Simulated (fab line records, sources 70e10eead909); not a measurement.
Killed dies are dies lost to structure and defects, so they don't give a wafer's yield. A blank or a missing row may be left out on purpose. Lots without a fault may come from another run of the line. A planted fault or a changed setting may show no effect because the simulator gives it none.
Chamber matching | flow nand_harc | NHARC_A_STAIRCASE_DESCUM_186 on rie_diel-11: 4 sister chambers
The step chemistry O2, time 3 s. 4 wafers are shown with their chamber, then 7 later ones without.

WAFERS WITH THEIR CHAMBER
wafer  | chamber | drypump_motor_current_A (A)
L085.3 | 0       | 6.0
L085.4 | 1       | 5.1
L088.2 | 2       | 5.1
L088.5 | 3       | 5.4

WAFERS WITHOUT THEIR CHAMBER
wafer  | drypump_motor_current_A (A)
L088.6 | 5.1
L090.1 | 6.0
L090.3 | 5.1
L090.4 | 5.5
L094.1 | 5.1
L094.3 | 6.0
L094.5 | 5.1

WHICH CHAMBER EACH WENT THROUGH
wafer  | from the rows above     | in truth
L088.6 | can't be placed: 1 or 2 | 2
L090.1 | 0                       | 0
L090.3 | can't be placed: 1 or 2 | 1
L090.4 | 3                       | 3
L094.1 | can't be placed: 1 or 2 | 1
L094.3 | 0                       | 0
L094.5 | can't be placed: 1 or 2 | 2
Placed correctly: 3 of 7. Can't be placed from these rows: 4 (the true chamber is among the candidates in 4). Placed wrongly: 0.
How it was worked out, from the rows above alone: a wafer's distance from a chamber is the root of the sum, over the readings, of the square of ((its reading less the chamber's mean) divided by the reading's scatter). The wafer belongs to the nearest chamber; if the next one is less than 2 further off, it can't be placed. A chamber's mean is the mean of its shown wafers. The scatter: with one shown wafer a chamber, the root of the mean of the squares of how far each hidden wafer lies from its nearest shown one.
